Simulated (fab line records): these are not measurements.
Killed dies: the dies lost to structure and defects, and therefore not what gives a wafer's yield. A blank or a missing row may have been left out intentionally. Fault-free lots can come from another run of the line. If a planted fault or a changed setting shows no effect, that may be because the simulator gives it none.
fab line records    flow n5-finfet
record: lots: 7  wafers: 21
route steps=1938 shown BEOL_M10@1525 BEOL_M13@1685 BEOL_M14@1751 BEOL_M15@1800 MIM_BOT_ETCH@1866 PASSIVATION@1929
start-h: start of the lot's first displayed wafer, in hours after the record's first day    wait-h: hours from the lot's prior step to this one    " identical to the entry in the row above    L1.1+2: one row covering several wafers at once    - no value present, or no start provided    * or withheld: withheld    < > ~ a bound
route shown NAME@n: a module of which the file shows steps, and the number in the route of the first    usual: the fault-free wafers' mean and standard deviation    same: alike in all rows    chamber/n: place in a boat    sites: readings site by site    _std_site: standard deviation across them    _edge_site: mean of outer sites minus mean of inner sites    radius-mm: for every site, how far away it sits from the centre of the wafer    mask NAME#n: copy n    behind: tool/chamber where the wafer was last shaped    hold: reason for holding the lot/hours on hold/outcome of the hold    device: the transistor (n, p or np) that didn't switch    end of line: tests of these same wafers at the route's end    for a step that has no rows: nothing shown but its recipe    killed: not the wafer's yield, but the dies lost to structure and defects at the first sort    map: shows each die of a wafer: x if killed, . if not, _ if none is there
set.NAME: the setting that was run; set.NAME@STEP: the one run at that earlier step    model.NAME: the simulator's own value behind a step, which no gauge read
lots with deliberately changed settings; one table per step, one row per wafer
== steps ==
step: N5_BEOL_M10_SURFACE_TREAT_76
recipe: gas: Ar  time-s: *  ion-energy-ev: *  ion-current-ma-cm2: 0.5  pressure-mtorr: *  ar-flow-sccm: 30
lot.wafer   tool            chamber  start-h  wait-h  set.time-s
L079.1+5+6  pvd-sputter-03  -        304.14   0.2     *
L081.1+2    pvd-sputter-01  -        322.97   0.2     *
L081.5      "               -        "        "       *
L084.1      pvd-sputter-03  -        327.37   0.2     *
L084.2+4    "               -        "        "       *
L087.2      pvd-sputter-03  -        339.41   0.2     *
L087.3+4    "               -        "        "       *
L091.2      pvd-sputter-03  -        391.92   0.5     *
L091.3+5    "               -        "        "       *
L093.2+4+6  pvd-sputter-03  -        398.39   0.3     *
L096.1      pvd-sputter-02  -        405.50   0.2     *
L096.2+5    "               -        "        "       *
step: N5_BEOL_M10_CVD_75
recipe: material: Co  target-thk-a: 20  temp-c: withheld  precursor: CCTBA/H2  pressure-torr: 30  time-s: 138.9
step: N5_BEOL_M10_SPUTTER_48
recipe: material: Cu  target-thk-a: 120  temp-c: -20  bias-v: 60  power-w: 26000  chamber-pressure-pa: 0.13  time-s: 2
step: N5_BEOL_M10_ECD_50
recipe: material: Cu  target-thk-a: 3180
step: N5_BEOL_M10_ANNEAL_51
recipe: temp-c: 225  time-s: 90  ambient: N2
step: N5_BEOL_M10_CMP_52
recipe: stop-on: SiCOH_lowk  t-overpolish-s: 7  down-force-psi: 1  platen-rpm: 50  clearing-platen-down-force-psi: 1.5  clearing-platen-rpm: 50  post-cmp-clean: cu-alkaline  target-thk-nm: 140  clearing-platen-pad-velocity-m-s: 0.99484  pad-velocity-m-s: 0.99484
lot.wafer  tool    chamber  start-h  wait-h  set.time-s@BEOL_M10_TRENCH_ETCH_37  model.Cu_of_BEOL_M10_ECD_50.thk-nm
L079.1     cmp-04  0        304.95   0.3     57.97                               170.4
L079.6     "       2        "        "       48                                  138
L079.5     "       3        "        "       57.97                               169.4
L081.1     cmp-02  3        324.01   0.3     48                                  138
L081.2     "       0        "        "       48                                  138.4
L081.5     "       2        "        "       48                                  138.6
L084.4     cmp-04  2        328.15   0.2     44.47                               128.6
L084.2     "       3        "        "       48                                  134
L084.1     "       0        "        "       44.47                               123
L087.2     cmp-02  0        340.26   0.2     48                                  136.4
L087.3     "       2        "        "       48                                  136.2
L087.4     "       3        "        "       39.62                               110.6
L091.2     cmp-02  2        393.31   0.3     48                                  134.4
L091.3     "       3        "        "       48                                  136.6
L091.5     "       0        "        "       48                                  141.4
L093.4     cmp-04  1        399.47   0.2     48                                  139.6
L093.2     "       2        "        "       48                                  142
L093.6     "       3        "        "       48                                  145.4
L096.2     cmp-02  0        406.41   0.2     48                                  138
L096.1     "       3        "        "       48                                  133
L096.5     "       0        "        "       48                                  139.4
step: N5_BEOL_M10_THK_MEAS_53
recipe: thk-meas-gauge: xrf  reads: Cu_of_BEOL_M10_ECD_50
usual: M10_THK: 137.6/2.9
lot.wafer  tool           chamber  start-h  wait-h  set.time-s@BEOL_M10_TRENCH_ETCH_37  M10_THK[nm]
L079.1     film-metro-01  -        305.17   -       57.97                               171.1
L079.5     "              -        "        "       57.97                               169.9
L079.6     "              -        "        "       48                                  139.0
L081.1     film-metro-01  -        324.23   -       48                                  137.4
L081.2     "              -        "        "       48                                  138.7
L081.5     "              -        "        "       48                                  138.7
L084.1     film-metro-01  -        328.40   -       44.47                               123.1
L084.2     "              -        "        "       48                                  134.2
L084.4     "              -        "        "       44.47                               129.2
L087.2     film-metro-02  -        340.56   -       48                                  136.5
L087.3     "              -        "        "       48                                  136.9
L087.4     "              -        "        "       39.62                               111.2
L091.2     film-metro-02  -        393.53   -       48                                  133.7
L091.3     "              -        "        "       48                                  135.8
L091.5     "              -        "        "       48                                  140.6
L093.2     film-metro-01  -        399.69   -       48                                  142.8
L093.4     "              -        "        "       48                                  140.8
L093.6     "              -        "        "       48                                  146.0
L096.1     film-metro-02  -        406.70   -       48                                  131.5
L096.2     "              -        "        "       48                                  135.7
L096.5     "              -        "        "       48                                  137.3
step: N5_BEOL_M10_PRE_CLEAN_55
recipe: gas: NH3  time-s: 15  temp-c: withheld  rf-power-w: 300
step: N5_BEOL_M10_DEP_56
recipe: material: SiCN  target-thk-a: 150  temp-c: withheld  precursor: 3MS/NH3  pressure-torr: 3  rf-w: 202  time-s: 26.5
step: N5_BEOL_M10_RS_MEAS_57
recipe: thk-meas-gauge: four-point-probe  reads: Cu_of_BEOL_M10_ECD_50+Co_of_BEOL_M10_CVD_75+TaN_of_BEOL_M10_ALD_74
usual: M10_RS: 0.153/0.0035
lot.wafer  tool           chamber  start-h  wait-h  set.time-s@BEOL_M10_TRENCH_ETCH_37  M10_RS[ohm/sq]
L079.1     film-metro-01  -        305.30   0.1     57.97                               0.122
L079.5     "              -        "        "       57.97                               0.122
L079.6     "              -        "        "       48                                  0.153
L081.1     film-metro-01  -        324.38   0.1     48                                  0.153
L081.2     "              -        "        "       48                                  0.153
L081.5     "              -        "        "       48                                  0.153
L084.1     film-metro-01  -        328.54   0.1     44.47                               0.174
L084.2     "              -        "        "       48                                  0.158
L084.4     "              -        "        "       44.47                               0.166
L087.2     film-metro-01  -        340.70   0.1     48                                  0.155
L087.3     "              -        "        "       48                                  0.155
L087.4     "              -        "        "       39.62                               0.196
L091.2     film-metro-02  -        393.67   0.1     48                                  0.158
L091.3     "              -        "        "       48                                  0.155
L091.5     "              -        "        "       48                                  0.149
L093.2     film-metro-01  -        399.82   0.1     48                                  0.148
L093.4     "              -        "        "       48                                  0.152
L093.6     "              -        "        "       48                                  0.144
L096.1     film-metro-02  -        406.87   0.1     48                                  0.159
L096.2     "              -        "        "       48                                  0.153
L096.5     "              -        "        "       48                                  0.151
step: N5_BEOL_M13_EXPOSE_25
recipe: mask-id: M13  na: 0.93  source-shape: conventional  sigma-outer: 0.4  polarization: unpolarized  target-cd-nm: 210  dose-mj: 22
lot.wafer   tool            chamber  start-h  wait-h  mask   set.dose-mj
L079.1+5    krf-scanner-01  0        320.77   -       M13#0  22.89
L079.6      "               0        "        "       M13#0  22
L081.1+5    krf-scanner-02  0        340.65   -       M13#0  21.29
L081.2      "               0        "        "       M13#0  22
L084.1+2+4  krf-scanner-02  0        343.71   -       M13#0  22
L087.2+3+4  krf-scanner-02  0        360.77   -       M13#0  22
L091.2      krf-scanner-01  0        407.43   -       M13#0  22.81
L091.3+5    "               0        "        "       M13#0  22
L093.2+4+6  krf-scanner-01  0        415.45   -       M13#0  22
L096.1      krf-scanner-02  0        425.31   -       M13#0  22
L096.2+5    "               0        "        "       M13#0  20.66
step: N5_BEOL_M13_DEVELOP_27
recipe: develop-time-s: 45  rinse-liquid: diw  dry: air-spin  dev-temp-c: 21
lot.wafer   tool            chamber  start-h  wait-h  set.develop-time-s
L079.1+5+6  litho-track-04  0        -        -       45
L081.1+2+5  litho-track-03  0        -        -       45
L084.1+2    litho-track-04  0        -        -       49.22
L084.4      "               0        "        "       45
L087.2+3    litho-track-03  0        -        -       45
L087.4      "               0        "        "       50.38
L091.2+3+5  litho-track-05  0        -        -       45
L093.2+4+6  litho-track-05  0        -        -       45
L096.1+2+5  litho-track-03  0        -        -       52.27
step: N5_BEOL_M13_HARDBAKE_32
recipe: temp-c: 130  time-s: 120
step: N5_BEOL_M13_CD_MEAS_28
recipe: target-cd-nm: 209.5  landing-energy-ev: 500  detector: se-inlens
usual: cd-nm: 209.7/1.3
lot.wafer  tool       chamber  start-h  wait-h  set.dose-mj@BEOL_M13_EXPOSE_25  cd-nm
L079.1     cd-sem-03  0        320.94   -       22.89                           215.8
L079.5     "          0        "        "       22.89                           215.6
L079.6     "          0        "        "       22                              210.5
L081.1     cd-sem-01  0        340.82   -       21.29                           205.7
L081.2     "          0        "        "       22                              206.8
L081.5     "          0        "        "       21.29                           205.4
L084.1     cd-sem-02  0        343.88   -       22                              211.8
L084.2     "          0        "        "       22                              211.2
L084.4     "          0        "        "       22                              211.2
L087.2     cd-sem-01  0        360.94   -       22                              209.7
L087.3     "          0        "        "       22                              209.5
L087.4     "          0        "        "       22                              210.9
L091.2     cd-sem-03  0        407.60   -       22.81                           214.2
L091.3     "          0        "        "       22                              210.7
L091.5     "          0        "        "       22                              210.7
L093.2     cd-sem-02  0        415.62   -       22                              210.5
L093.4     "          0        "        "       22                              209.5
L093.6     "          0        "        "       22                              210.3
L096.1     cd-sem-02  0        425.48   -       22                              209.8
L096.2     "          0        "        "       20.66                           201.2
L096.5     "          0        "        "       20.66                           203.3
step: N5_BEOL_M13_DESCUM_33
recipe: chemistry: O2  time-s: 7.9  source-power-w: 50  bias-power-w: 20  pressure-mtorr: 20  rf-frequency-hz: 2.712e+07  temp-c: 40  o2-flow-sccm: 225
lot.wafer  tool         chamber  start-h  wait-h  set.dose-mj@BEOL_M13_EXPOSE_25  model.BEOL_M13.cd-nm
L079.1     rie-diel-06  0        321.24   0.2     22.89                           216.2
L079.5     "            3        "        "       22.89                           215.6
L079.6     "            0        "        "       22                              210.6
L081.1     rie-diel-02  0        340.91   0.0     21.29                           205.6
L081.2     "            2        "        "       22                              206.6
L081.5     "            3        "        "       21.29                           205.4
L084.1     rie-diel-06  1        343.97   0.0     22                              212.2
L084.2     "            0        "        "       22                              211
L084.4     "            0        "        "       22                              211.2
L087.2     rie-diel-06  2        361.51   0.5     22                              209.4
L087.3     "            0        "        "       22                              209.6
L087.4     "            2        "        "       22                              211.2
L091.2     rie-diel-06  1        407.77   0.1     22.81                           213.8
L091.3     "            3        "        "       22                              210.2
L091.5     "            2        "        "       22                              211
L093.2     rie-diel-05  0        415.70   0.0     22                              210.8
L093.4     "            3        "        "       22                              209.6
L093.6     "            0        "        "       22                              210.2
L096.1     rie-diel-06  1        425.64   0.1     22                              209.8
L096.2     "            0        "        "       20.66                           201
L096.5     "            0        "        "       20.66                           203
step: N5_BEOL_M13_ETCH_67
recipe: chemistry: CF4  target: SiARC  target-depth-a: 1430  time-s: 238.3  ion-energy-ev: 80  pressure-mtorr: 40  source-w: 545  bias-w: 36  Ar_flow_sccm: 100  cf4-flow-sccm: 100  ends: cleared
lot.wafer  tool         chamber  start-h  wait-h  set.dose-mj@BEOL_M13_EXPOSE_25  model.BEOL_M13.cd-nm
L079.1     rie-diel-06  0        321.27   0.0     22.89                           216.8
L079.5     "            3        "        "       22.89                           216.4
L079.6     "            0        "        "       22                              211.2
L081.1     rie-diel-02  0        340.94   0.0     21.29                           205.6
L081.2     "            2        "        "       22                              207
L081.5     "            3        "        "       21.29                           206.2
L084.1     rie-diel-06  1        344.00   0.0     22                              213.4
L084.2+4   "            0        "        "       22                              212.2
L087.2     rie-diel-06  2        361.57   0.0     22                              210.4
L087.3     "            0        "        "       22                              210.6
L087.4     "            2        "        "       22                              212.4
L091.2     rie-diel-06  1        407.80   0.0     22.81                           215.6
L091.3     "            3        "        "       22                              210
L091.5     "            2        "        "       22                              211.6
L093.2     rie-diel-05  0        415.74   0.0     22                              210.2
L093.4     "            3        "        "       22                              209.6
L093.6     "            0        "        "       22                              209
L096.1     rie-diel-06  1        425.67   0.0     22                              211.2
L096.2     "            0        "        "       20.66                           202.2
L096.5     "            0        "        "       20.66                           204.2
step: N5_BEOL_M13_ETCH_68
recipe: chemistry: N2/H2  target: SOC  mask-material: SiARC  source-w: 3000  bias-w: 350  temp-c: 40  time-s: 355  ion-energy-ev: 200  pressure-mtorr: 30  n2-flow-sccm: 200  h2-flow-sccm: 200
step: N5_BEOL_M13_STRIP_69
recipe: chemistry: N2/H2  temp-c: 40  n2-flow-sccm: 200  h2-flow-sccm: 200  rf-frequency-hz: 6e+07
step: N5_BEOL_M13_STRIP_37
recipe: chemistry: N2/H2  power-w: 1000  temp-c: 250  h2-frac: 0.65  overash-fraction: 0.3  pressure-mtorr: withheld  n2-flow-sccm: 1750  h2-flow-sccm: 3250
step: N5_BEOL_M13_ETCH_38
recipe: chemistry: CF4/N2  target: SiCN  target-depth-a: 675  taper-deg: 2  time-s: 71.9  ion-energy-ev: 150  mask-material: SiO2  pressure-mtorr: 40  source-w: 430  bias-w: 70  Ar_flow_sccm: 100  cf4-flow-sccm: 60  n2-flow-sccm: 60
lot.wafer  tool         chamber  start-h  wait-h  set.dose-mj@BEOL_M13_EXPOSE_25  model.BEOL_M13.cd-nm
L079.1     rie-diel-05  0        323.58   -       22.89                           218
L079.5     "            0        "        "       22.89                           215.4
L079.6     "            3        "        "       22                              211.2
L081.1     rie-diel-06  3        342.92   -       21.29                           205.8
L081.2     "            1        "        "       22                              207.4
L081.5     "            1        "        "       21.29                           206.2
L084.1+2   rie-diel-02  2,1      347.46   -       22                              213.4
L084.4     "            3        "        "       22                              212.8
L087.2     rie-diel-02  2        362.51   -       22                              210
L087.3     "            1        "        "       22                              211
L087.4     "            0        "        "       22                              212.6
L091.2     rie-diel-06  0        408.80   -       22.81                           216
L091.3     "            3        "        "       22                              209.4
L091.5     "            3        "        "       22                              211
L093.2     rie-diel-06  1        416.69   -       22                              209.4
L093.4+6   "            3,1      "        "       22                              209.8
L096.1     rie-diel-06  3        430.82   -       22                              211.6
L096.2     "            0        "        "       20.66                           202.6
L096.5     "            3        "        "       20.66                           204.4
step: N5_BEOL_M14_ETCH_68
recipe: chemistry: N2/H2  target: SOC  mask-material: SiARC  source-w: 3000  bias-w: 350  temp-c: 40  time-s: 450  ion-energy-ev: 200  pressure-mtorr: 30  n2-flow-sccm: 200  h2-flow-sccm: 200
lot.wafer  tool         chamber  start-h  wait-h  set.time-s  model.SiARC_of_BEOL_M14_COAT_66.thk-nm
L079.1+5   rie-diel-01  0,2      327.58   0.1     356.7       74.8
L079.6     "            3        "        "       450         64
L081.1     rie-diel-04  3        346.53   0.1     450         66.2
L081.2     "            1        "        "       539.2       57
L081.5     "            1        "        "       450         65.4
L084.1     rie-diel-03  1        350.88   0.1     450         66.2
L084.2     "            3        "        "       510.3       59.4
L084.4     "            2        "        "       510.3       60.2
L087.2     rie-diel-03  2        366.41   0.1     450         66.8
L087.3     "            1        "        "       450         66.4
L087.4     "            3        "        "       450         65.8
L091.2     rie-diel-04  2        414.43   0.1     354.2       74.8
L091.3     "            3        "        "       354.2       75.4
L091.5     "            2        "        "       450         65.4
L093.2     rie-diel-01  1        420.47   0.1     450         64.4
L093.4     "            2        "        "       450         66
L093.6     "            3        "        "       450         64.6
L096.1     rie-diel-03  0        435.14   0.1     387.1       72
L096.2     "            3        "        "       387.1       71.8
L096.5     "            3        "        "       450         65
step: N5_BEOL_M15_EXPOSE_25
recipe: mask-id: M15  na: 0.8  source-shape: annular  sigma-inner: 0.5  sigma-outer: 0.8  polarization: unpolarized  target-cd-nm: 400  dose-mj: 35.5
lot.wafer   tool            chamber  start-h  wait-h  mask   set.dose-mj
L079.1+5    krf-scanner-01  0        334.31   -       M15#0  33.16
L079.6      "               0        "        "       M15#0  35.5
L081.1+5    krf-scanner-02  0        351.65   -       M15#0  34.07
L081.2      "               0        "        "       M15#0  35.5
L084.1+2+4  krf-scanner-02  0        355.14   -       M15#0  35.5
L087.2      krf-scanner-01  0        373.43   -       M15#0  34.57
L087.3+4    "               0        "        "       M15#0  35.5
L091.2+3+5  krf-scanner-01  0        421.47   -       M15#0  35.5
L093.2+4+6  krf-scanner-02  0        427.74   -       M15#0  35.5
L096.1+2+5  krf-scanner-02  0        441.84   -       M15#0  35.5
step: N5_BEOL_M15_DEVELOP_27
recipe: develop-time-s: 45  rinse-liquid: diw  dry: air-spin  dev-temp-c: 21
lot.wafer   tool            chamber  start-h  wait-h  set.develop-time-s
L079.1+5+6  litho-track-03  0        -        -       54.03
L081.1+2    litho-track-05  0        -        -       45
L081.5      "               0        "        "       51.35
L084.1+2    litho-track-01  0        -        -       45
L084.4      "               0        "        "       49.04
L087.2+3+4  litho-track-01  0        -        -       45
L091.2+3    litho-track-03  0        -        -       45
L091.5      "               0        "        "       37.32
L093.2+4+6  litho-track-03  0        -        -       45
L096.1+2+5  litho-track-03  0        -        -       45
step: N5_BEOL_M15_HARDBAKE_32
recipe: temp-c: 130  time-s: 120
step: N5_BEOL_M15_CD_MEAS_28
recipe: target-cd-nm: 407.6  landing-energy-ev: 500  detector: se-inlens
usual: cd-nm: 406.9/2.2
lot.wafer  tool       chamber  start-h  wait-h  set.dose-mj@BEOL_M15_EXPOSE_25  cd-nm
L079.1     cd-sem-02  0        334.49   -       33.16                           397.4
L079.5     "          0        "        "       33.16                           397.2
L079.6     "          0        "        "       35.5                            407.8
L081.1     cd-sem-01  0        351.82   -       34.07                           399.4
L081.2     "          0        "        "       35.5                            404.6
L081.5     "          0        "        "       34.07                           399.6
L084.1     cd-sem-02  0        355.32   -       35.5                            402.2
L084.2     "          0        "        "       35.5                            406.9
L084.4     "          0        "        "       35.5                            405.9
L087.2     cd-sem-01  0        373.60   -       34.57                           401.8
L087.3     "          0        "        "       35.5                            406.1
L087.4     "          0        "        "       35.5                            407.5
L091.2     cd-sem-03  0        421.64   -       35.5                            408.3
L091.3     "          0        "        "       35.5                            409.3
L091.5     "          0        "        "       35.5                            409.7
L093.2     cd-sem-01  0        427.90   -       35.5                            407.3
L093.4     "          0        "        "       35.5                            406.3
L093.6     "          0        "        "       35.5                            406.3
L096.1     cd-sem-01  0        442.01   -       35.5                            409.7
L096.2     "          0        "        "       35.5                            407.8
L096.5     "          0        "        "       35.5                            410.5
step: N5_BEOL_M15_DESCUM_33
recipe: chemistry: O2  time-s: 7.9  source-power-w: 50  bias-power-w: 20  pressure-mtorr: 20  rf-frequency-hz: 2.712e+07  temp-c: 40  o2-flow-sccm: 225
lot.wafer  tool         chamber  start-h  wait-h  set.dose-mj@BEOL_M15_EXPOSE_25  model.BEOL_M15.cd-nm
L079.1     rie-diel-06  3        334.69   0.1     33.16                           397
L079.5     "            1        "        "       33.16                           397.4
L079.6     "            3        "        "       35.5                            407.6
L081.1+5   rie-diel-05  1,3      352.07   0.2     34.07                           399.6
L081.2     "            0        "        "       35.5                            404.6
L084.1     rie-diel-06  2        355.40   0.0     35.5                            402.2
L084.2     "            0        "        "       35.5                            407
L084.4     "            0        "        "       35.5                            405.8
L087.2     rie-diel-05  1        373.68   0.0     34.57                           401.8
L087.3     "            0        "        "       35.5                            405.8
L087.4     "            2        "        "       35.5                            407.4
L091.2     rie-diel-06  3        421.96   0.3     35.5                            408.4
L091.3     "            0        "        "       35.5                            409
L091.5     "            2        "        "       35.5                            409.6
L093.2     rie-diel-02  2        427.99   0.0     35.5                            407.6
L093.4     "            1        "        "       35.5                            406.6
L093.6     "            2        "        "       35.5                            406.2
L096.1     rie-diel-02  1        442.27   0.2     35.5                            409.8
L096.2     "            0        "        "       35.5                            407.6
L096.5     "            0        "        "       35.5                            410.4
step: N5_MIM_BOT_ETCH_ETCH_04
recipe: chemistry: CF4/O2  target: SiNx  target-depth-a: 260  time-s: 13  ion-energy-ev: 100  pressure-mtorr: 40  source-w: 535  bias-w: 49  Ar_flow_sccm: 100  cf4-flow-sccm: 100  O2_flow_sccm: 10
lot.wafer  tool         chamber  start-h  wait-h  set.time-s  model.etch.depth-nm
L079.1     rie-diel-01  3        344.13   0.0     14.61       29.55
L079.5     "            2        "        "       13          25.32
L079.6     "            1        "        "       14.61       29.43
L081.1     rie-diel-03  3        367.03   0.0     13          25.66
L081.2     "            1        "        "       15.8        31.09
L081.5     "            1        "        "       13          25.48
L084.1     rie-diel-04  3        367.41   0.0     11.3        22.18
L084.2     "            2        "        "       11.3        22.3
L084.4     "            0        "        "       11.3        21.6
L087.2     rie-diel-04  0        384.25   0.0     12.01       23.45
L087.3     "            1        "        "       12.01       23.41
L087.4     "            3        "        "       12.01       23.64
L091.2     rie-diel-01  3        431.59   0.0     13          26.26
L091.3     "            0        "        "       14.29       28.48
L091.5     "            0        "        "       13          25.78
L093.2     rie-diel-03  3        437.02   0.0     13          25.94
L093.4     "            0        "        "       13          25.86
L093.6     "            3        "        "       13          25.9
L096.1     rie-diel-01  1        450.97   0.0     15.49       31.04
L096.2     "            3        "        "       13          26.18
L096.5     "            3        "        "       15.49       31.07
step: N5_PASSIVATION_PASS_ETCH_47
recipe: chemistry: CF4/O2  target: SiNx  target-depth-a: 7700  time-s: 385  ion-energy-ev: 100  pressure-mtorr: 40  source-w: 535  bias-w: 49  Ar_flow_sccm: 100  cf4-flow-sccm: 100  O2_flow_sccm: 10
lot.wafer  tool         chamber  start-h  wait-h  set.time-s  model.etch.depth-nm
L079.1     rie-diel-04  1        351.61   0.0     385         741.8
L079.5     "            0        "        "       385         750
L079.6     "            3        "        "       385         769.3
L084.1     rie-diel-04  1        372.86   0.0     385         748.3
L084.2     "            3        "        "       336.7       670.3
L084.4     "            2        "        "       336.7       678.8
L081.1     rie-diel-01  1        373.09   0.0     305.7       614.7
L081.2     "            2        "        "       385         749.9
L081.5     "            1        "        "       385         775.8
L087.2     rie-diel-03  2        389.35   0.0     385         761.3
L087.3     "            3        "        "       435.1       877.2
L087.4     "            1        "        "       435.1       864.2
L091.2     rie-diel-04  1        437.31   0.0     444.7       865.5
L091.3     "            0        "        "       444.7       853.5
L091.5     "            0        "        "       385         739.1
L093.2     rie-diel-01  2        442.31   0.0     385         764.8
L093.4     "            0        "        "       385         767.8
L093.6     "            0        "        "       385         762.4
L096.1     rie-diel-04  0        458.93   0.0     410.6       788.8
L096.2     "            1        "        "       385         732
L096.5     "            1        "        "       385         741.4
== key ==
split: step: N5_BEOL_M10_SURFACE_TREAT_76  setting: time-s  stated: *  by: wafer
response none clear
split: step: N5_BEOL_M13_EXPOSE_25  setting: dose-mj  stated: 22  by: wafer
response: step: N5_BEOL_M13_CD_MEAS_28  reading: cd-nm  change: +1.08  per: 1%  r: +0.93
response: step: N5_BEOL_M13_DESCUM_33  reading: model.BEOL_M13.cd-nm  change: +1.09  per: 1%  r: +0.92
response: step: N5_BEOL_M13_ETCH_67  reading: model.BEOL_M13.cd-nm  change: +1.19  per: 1%  r: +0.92
response: step: N5_BEOL_M13_ETCH_38  reading: model.BEOL_M13.cd-nm  change: +1.26  per: 1%  r: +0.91
split: step: N5_BEOL_M13_DEVELOP_27  setting: develop-time-s  stated: 45  by: wafer
response none clear
split: step: N5_BEOL_M14_ETCH_68  setting: time-s  stated: 450  by: wafer
response: step: N5_BEOL_M14_ETCH_68  reading: model.SiARC_of_BEOL_M14_COAT_66.thk-nm  change: -0.477  per: 1%  r: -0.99
split: step: N5_BEOL_M15_EXPOSE_25  setting: dose-mj  stated: 35.5  by: wafer
response: step: N5_BEOL_M15_CD_MEAS_28  reading: cd-nm  change: +1.55  per: 1%  r: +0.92
response: step: N5_BEOL_M15_DESCUM_33  reading: model.BEOL_M15.cd-nm  change: +1.52  per: 1%  r: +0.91
split: step: N5_BEOL_M15_DEVELOP_27  setting: develop-time-s  stated: 45  by: wafer
response none clear
split: step: N5_MIM_BOT_ETCH_ETCH_04  setting: time-s  stated: 13  by: wafer
response: step: N5_MIM_BOT_ETCH_ETCH_04  reading: model.etch.depth-nm  change: +0.266  per: 1%  r: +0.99
split: step: N5_PASSIVATION_PASS_ETCH_47  setting: time-s  stated: 385  by: wafer
response: step: N5_PASSIVATION_PASS_ETCH_47  reading: model.etch.depth-nm  change: +7.35  per: 1%  r: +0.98
split outside-this-file step=N5_BEOL_M10_TRENCH_ETCH_37 setting=time-s
split outside-this-file: this setting was split too, and the file shows its column; the key of that split is in another file
